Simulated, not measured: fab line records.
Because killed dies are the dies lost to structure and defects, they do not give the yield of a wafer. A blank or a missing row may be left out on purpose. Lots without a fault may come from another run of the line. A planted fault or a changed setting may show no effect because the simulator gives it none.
fab line records | flow n5Finfet
[record] lots = 9 wafers = 27 lastDay = 17
route steps=1938 shown BEOL_M4@1023
lots that met no fault: taken from a fault-free run of the same line
startH: hours from the record's opening day to when the first of the lot's shown wafers began | waitH: how many hours have passed since the lot's step before this one | " same as the row above | L1.1+2: one row covering several wafers at once | - no value, or no start given | * or withheld: withheld | < > ~ a bound
route shown NAME@n: NAME is a module with steps in the file, n the number in the route of the first one | usual: the fault-free wafers' mean and standard deviation | same: alike in all rows | chamber/n: place in a boat | sites: readings site by site | _std_site: how widely they spread, as a standard deviation | _edge_site: mean of outer sites minus mean of inner sites | radiusMm: how far each site lies from the wafer's centre | mask NAME#n: copy n | behind: the tool/chamber that last shaped the wafer | hold: what put the lot on hold/how long, in hours/how the hold closed | device: names the non-switching transistor (n, p or np) | end of line: the tests these same wafers got at the end of their route | for a step that has no rows: nothing shown but its recipe | killed: dies lost to structure and defects at the first sort, not the wafer's yield | map: a wafer's dies, marking killed ones x, the rest . and places with no die _
set.NAME: the setting that was run; set.NAME@STEP: the one run at that earlier step | model.NAME: the simulator's own value behind a step, which no gauge read
route steps across a sampled set of lots; one table per step, one row per wafer
services: a tool's chamber out of use, with start hour (startH, from the record's first day; less than 0 if before it), hours out, and reason
[[steps]]
[step N5_BEOL_M4_PECVD_72]
[recipe] material = SiO2 targetThkA = 160 tempC = 400 precursor = TEOS/O2 pressureTorr = 5.5 rfW = 450 teosFlowSccm = 53.8 gas = O2 flowSccm = 3000 timeS = 18
[usual] heaterPowerOuterW = 428/82 heaterPowerW = 730/110 showerheadPlenumPTorr = 8.75/0.046 throttleValvePct = 21.9/0.85
// columns lot.wafer tool chamber startH waitH heaterPowerOuterW heaterPowerW showerheadPlenumPTorr throttleValvePct
L488.1 pecvd-01 1 172.42 0.0 323 572 8.77 22.7
L488.3 " 0 " " 390 705 8.63 22.7
L488.5 " 0 " " 399 702 8.63 22.9
L490.1 pecvd-01 2 195.03 0.0 385 656 8.76 20.0
L490.3 " 0 " " 422 736 8.64 22.5
L490.4 " 2 " " 387 669 8.79 19.9
L492.2 pecvd-04 0 200.33 0.0 378 688 8.81 22.9
L492.4 " 0 " " 377 666 8.81 22.7
L492.6 " 1 " " 315 575 8.78 21.8
L491.1 pecvd-03 2 200.61 0.0 521 812 8.78 22.1
L491.3 " 1 " " 401 716 8.77 22.0
L491.5 " 0 " " 507 846 8.70 22.0
L499.1 pecvd-01 0 242.10 0.0 408 701 8.65 22.9
L499.2 " 1 " " 380 661 8.75 22.5
L499.4 " 0 " " 405 720 8.63 22.7
L503.2 pecvd-01 1 270.30 0.0 343 608 8.72 22.8
L503.5 " 0 " " 416 730 8.63 22.4
L503.6 " 1 " " 338 609 8.71 22.4
L505.1 pecvd-04 0 273.99 0.0 356 618 8.80 22.8
L505.3 " 1 " " 341 618 8.78 22.0
L505.4 " 1 " " 346 617 8.73 22.0
L506.2 pecvd-03 0 279.89 0.0 535 917 8.71 22.2
L506.3 " 2 " " 550 847 8.77 22.4
L506.4 " 1 " " 423 737 8.75 22.0
L504.1 pecvd-03 0 281.72 0.0 490 838 8.70 22.2
L504.4 " 0 " " 483 849 8.71 22.5
L504.6 " 1 " " 436 722 8.74 22.0
[step N5_BEOL_M4_SPUTTER_79]
[recipe] material = Cu targetThkA = 45 tempC = -20 chamberPressurePa = 0.07 powerW = withheld timeS = 8.29
[usual] chamberPressurePa = 0.07001/0.00015 throttleValvePct = 29.8/0.94
[same] timeS = 8.29
// columns lot.wafer tool chamber startH waitH chamberPressurePa throttleValvePct
L488.1 pvdSputter-01 - 178.79 0.1 0.07009 30.3
L488.3 " - " " 0.07024 29.3
L488.5 " - " " 0.07 31.2
L490.1 pvdSputter-02 - 200.67 0.1 0.0701 28.7
L490.3 " - " " 0.0699 29.1
L490.4 " - " " 0.07022 29.5
L492.2 pvdSputter-01 - 205.22 0.1 0.07006 29.7
L492.4 " - " " 0.07012 30.0
L492.6 " - " " 0.06986 30.0
L491.1 pvdSputter-02 - 206.10 0.1 0.06987 29.1
L491.3 " - " " 0.06968 28.9
L491.5 " - " " 0.07008 29.5
L499.1 pvdSputter-01 - 251.39 0.1 0.07008 30.3
L499.2 " - " " 0.06992 31.4
L499.4 " - " " 0.07021 29.6
L503.2 pvdSputter-02 - 286.83 0.1 0.06952 29.5
L503.5 " - " " 0.07006 28.8
L503.6 " - " " 0.06987 29.4
L505.1 pvdSputter-02 - 293.91 0.1 0.06976 28.8
L505.3 " - " " 0.06975 29.2
L505.4 " - " " 0.0699 29.5
L506.2 pvdSputter-02 - 295.87 0.1 0.06979 29.1
L506.3 " - " " 0.07003 29.4
L506.4 " - " " 0.07013 28.8
L504.1 pvdSputter-02 - 297.95 0.1 0.06994 29.2
L504.4 " - " " 0.06992 28.8
L504.6 " - " " 0.07008 29.4
[step N5_BEOL_M4_ANNEAL_91]
[recipe] tempC = 400 timeS = 240 ambient = vacuum
[usual] heaterPowerW = 834/66
[same] timeS = 240
// columns lot.wafer tool chamber startH waitH heaterPowerW
L488.1 pvdSputter-01 - 179.75 0.0 878
L488.3 " - " " 732
L488.5 " - " " 775
L490.1 pvdSputter-02 - 201.63 0.0 826
L490.3 " - " " 778
L490.4 " - " " 916
L492.2 pvdSputter-01 - 206.18 0.0 751
L492.4 " - " " 888
L492.6 " - " " 972
L491.1 pvdSputter-02 - 207.06 0.0 770
L491.3 " - " " 839
L491.5 " - " " 924
L499.1 pvdSputter-01 - 252.35 0.0 887
L499.2 " - " " 787
L499.4 " - " " 741
L503.2 pvdSputter-02 - 287.79 0.0 934
L503.5 " - " " 843
L503.6 " - " " 784
L505.1 pvdSputter-02 - 294.87 0.0 838
L505.3 " - " " 787
L505.4 " - " " 882
L506.2 pvdSputter-02 - 296.83 0.0 825
L506.3 " - " " 926
L506.4 " - " " 804
L504.1 pvdSputter-02 - 298.91 0.0 833
L504.4 " - " " 827
L504.6 " - " " 921
[step N5_BEOL_M4_ANNEAL_51]
[recipe] tempC = 225 timeS = 90 ambient = N2
[usual] wafer_temp_C_max = 226.04/0.27
[same] timeS = 90
// columns lot.wafer tool chamber startH waitH wafer_temp_C_max
L488.1 rtpAnneal-01 0 180.52 0.1 225.99
L488.3 " 0 " " 225.68
L488.5 " 0 " " 225.71
L490.1 rtpAnneal-02 0 202.41 0.1 225.99
L490.3 " 0 " " 226.08
L490.4 " 0 " " 226.45
L492.2 rtpAnneal-02 0 207.00 0.1 226.25
L492.4 " 0 " " 226.20
L492.6 " 0 " " 225.81
L491.1 rtpAnneal-02 0 208.50 0.6 226.07
L491.3 " 0 " " 226.28
L491.5 " 0 " " 225.94
L499.1 rtpAnneal-02 0 253.12 0.1 225.91
L499.2 " 0 " " 225.99
L499.4 " 0 " " 226.03
L503.2 rtpAnneal-02 0 288.61 0.1 225.69
L503.5 " 0 " " 225.50
L503.6 " 0 " " 225.75
L505.1 rtpAnneal-01 0 295.71 0.1 226.03
L505.3 " 0 " " 226.00
L505.4 " 0 " " 226.23
L506.2 rtpAnneal-02 0 297.66 0.1 225.84
L506.3 " 0 " " 225.97
L506.4 " 0 " " 225.95
L504.1 rtpAnneal-02 0 299.70 0.1 226.26
L504.4 " 0 " " 226.97
L504.6 " 0 " " 226.08
[step N5_BEOL_M4_CMP_52]
[recipe] stopOn = SiOC tOverpolishS = 6.8 downForcePsi = 1 platenRpm = 50 clearingPlatenDownForcePsi = 1.5 clearingPlatenRpm = 50 postCmpClean = cuAlkaline targetThkNm = 40 clearingPlatenPadVelocityMS = 0.99484 padVelocityMS = 0.99484
[usual] barrierFieldEndpointS = 24.6/0.66 clearingPlatenRpm = 50.002/0.023 motorCurrentA = 5.9/0.42 retainingRingPressureFrac = 1.000/0.0051
// columns lot.wafer tool chamber startH waitH barrierFieldEndpointS clearingPlatenRpm motorCurrentA retainingRingPressureFrac
L488.1 cmp-03 0 180.89 0.3 23.8 50.008 5.7 1.004
L488.3 " 1 " " 24.3 49.958 6.4 1.003
L488.5 " 1 " " 24.5 49.988 6.2 0.999
L490.1 cmp-03 3 202.71 0.3 24.7 50.054 5.6 0.998
L490.4 " 0 " " 25.2 50.015 5.5 1.001
L490.3 " 1 " " 24.1 49.966 6.2 0.998
L492.2 cmp-03 0 207.33 0.3 24.7 50.020 5.6 0.995
L492.4 " 1 " " 24.8 49.987 6.4 1.002
L492.6 " 2 " " 25.7 50.013 6.6 0.998
L491.3 cmp-02 3 208.89 0.3 24.5 50.024 5.1 1.003
L491.1 " 0 " " 24.0 49.998 5.4 0.984
L491.5 " 1 " " 23.4 49.997 6.2 1.001
L499.1 cmp-03 2 253.46 0.3 25.3 49.988 6.8 1.008
L499.2 " 3 " " 26.5 49.984 6.1 0.997
L499.4 " 0 " " 27.4 50.004 5.6 0.990
L503.2 cmp-02 3 288.90 0.2 26.8 49.968 4.6 1.003
L503.5 " 2 " " 24.6 49.969 6.0 0.992
L503.6 " 3 " " 25.1 50.022 5.0 1.001
L505.4 cmp-04 2 296.05 0.2 25.1 49.994 6.1 1.000
L505.3 " 3 " " 24.5 50.012 6.1 0.998
L505.1 " 0 " " 24.6 50.013 6.3 0.993
L506.4 cmp-02 0 297.91 0.1 24.5 50.008 4.9 0.998
L506.3 " 1 " " 23.7 49.981 6.3 1.009
L506.2 " 2 " " 24.6 49.971 6.1 0.996
L504.4 cmp-02 3 300.26 0.4 24.1 50.009 5.3 1.001
L504.1 " 0 " " 24.2 50.005 5.3 0.994
L504.6 " 2 " " 24.8 50.011 6.2 1.000
[step N5_BEOL_M4_RC_MEAS_101]
[usual] DIBL_N = 36.0/1.7 DIBL_P = 36.0/2 IOFF_N = 0.156/0.028 IOFF_P = 0.21/0.04 ION_N = 673/12 ION_P = 463/8.3 SS_N = 71.4/0.6 SS_P = 73.3/0.66 VT_N = 250/3 VT_P = -250/3.8
// columns lot.wafer tool chamber startH waitH DIBL_N[mV/V] DIBL_P[mV/V] IOFF_N[nA/um] IOFF_P[nA/um] ION_N[uA/um] ION_P[uA/um] SS_N[mV/dec] SS_P[mV/dec] VT_N[mV] VT_P[mV]
L488.1 prober-01 0 181.50 0.0 36.4 39.0 0.167 0.26 684 469 72.0 73.6 249 -245
L488.3 " 0 " " 35.6 36.4 0.153 0.22 667 466 71.8 72.4 253 -247
L488.5 " 0 " " 35.0 36.8 0.141 0.21 660 462 70.9 73.0 251 -249
L490.1 prober-02 0 203.34 0.0 39.3 39.6 0.205 0.27 676 471 72.0 75.0 248 -247
L490.3 " 0 " " 36.9 36.2 0.154 0.21 662 456 71.2 74.1 254 -253
L490.4 " 0 " " 38.1 36.6 0.160 0.21 662 455 71.5 74.0 254 -254
L492.2 prober-02 0 208.03 0.2 36.1 35.1 0.155 0.20 669 462 71.7 73.6 252 -251
L492.4 " 0 " " 36.3 35.6 0.168 0.22 681 465 70.9 73.2 248 -247
L492.6 " 0 " " 36.6 35.9 0.159 0.22 673 461 71.8 74.5 251 -250
L491.1 prober-01 0 209.48 0.1 36.7 35.6 0.160 0.20 682 462 72.3 72.7 249 -252
L491.3 " 0 " " 38.2 37.2 0.192 0.23 669 458 71.8 73.3 245 -249
L491.5 " 0 " " 37.4 36.1 0.167 0.21 680 463 71.4 73.8 247 -249
L499.1 prober-02 0 254.02 0.0 38.0 39.2 0.202 0.22 691 464 72.0 74.4 245 -251
L499.2 " 0 " " 36.2 36.7 0.174 0.19 681 458 71.3 73.9 248 -252
L499.4 " 0 " " 33.9 34.5 0.133 0.16 667 457 70.4 73.4 251 -256
L503.2 prober-02 0 289.62 0.2 34.4 34.3 0.118 0.18 667 462 70.8 72.6 256 -251
L503.5 " 0 " " 35.9 36.0 0.145 0.21 662 456 71.1 73.1 250 -251
L503.6 " 0 " " 34.5 33.9 0.125 0.18 662 463 71.1 72.5 252 -252
L505.1 prober-02 0 296.62 0.0 34.3 34.3 0.137 0.20 671 463 71.6 73.4 252 -247
L505.3 " 0 " " 34.2 33.8 0.136 0.19 672 468 70.3 72.6 250 -249
L505.4 " 0 " " 34.4 34.6 0.143 0.21 675 472 70.9 73.2 249 -245
L506.2 prober-01 0 298.67 0.2 35.1 35.2 0.132 0.16 676 463 70.9 72.4 251 -254
L506.3 " 0 " " 36.1 36.0 0.156 0.18 674 461 71.5 73.2 250 -256
L506.4 " 0 " " 35.9 36.8 0.150 0.19 680 462 71.0 72.9 251 -253
L504.1 prober-01 0 300.79 0.0 38.1 38.5 0.208 0.24 692 468 71.7 73.9 247 -249
L504.4 " 0 " " 37.2 36.4 0.179 0.20 673 455 71.9 73.5 249 -254
L504.6 " 0 " " 38.8 38.3 0.202 0.25 686 466 72.1 74.6 246 -250
[[services]]
// columns tool chamber startH hours kind
cmp-04 - 152.57 1.3 repair
pecvd-01 0 166.99 2.1 scheduledDown
cmp-04 - 176.96 4.8 pm
cmp-02 - 179.48 2.3 repair
pecvd-03 0 188.27 5.0 repair
pecvd-03 0 202.08 2.1 scheduledDown
cmp-03 - 219.00 2.2 repair
cmp-04 - 223.57 4.0 pm
cmp-04 - 227.57 - consumableReplace:conditioner
cmp-04 - 227.57 - consumableReplace:pad
pecvd-03 - 230.62 5.5 pm
cmp-02 - 240.06 4.0 pm
cmp-02 - 244.06 - consumableReplace:conditioner
cmp-02 - 244.06 - consumableReplace:pad
cmp-04 - 247.54 5.0 repair
pecvd-04 1 265.09 6.4 repair
pecvd-04 0 266.24 2.1 scheduledDown
pecvd-01 1 298.30 2.1 scheduledDown
cmp-03 - 299.53 7.0 pm
[[key]]
[firstSign] step = N5_BEOL_M4_CMP_52 reading = barrierFieldEndpointS direction = up sigmas = 3.4 usual = 24.6 struck = 26.9
effect none on later readings
metAt N5_BEOL_M4_PECVD_72
struckLots L499,L503
struckWafers L499.2,L499.4,L503.2
notActingAt N5_BEOL_M4_SPUTTER_79,N5_BEOL_M4_ANNEAL_91,N5_BEOL_M4_ANNEAL_51
onsetBetween 195.03 242.10
[fault] kind = processParameterDrift tool = pecvd-01 chamber = - onsetH = 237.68 steps = N5_BEOL_M4_PECVD_72 channel = timeS offset = * shape = step endH = 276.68 scope = struckWafersOnly actsIn = * stated = *
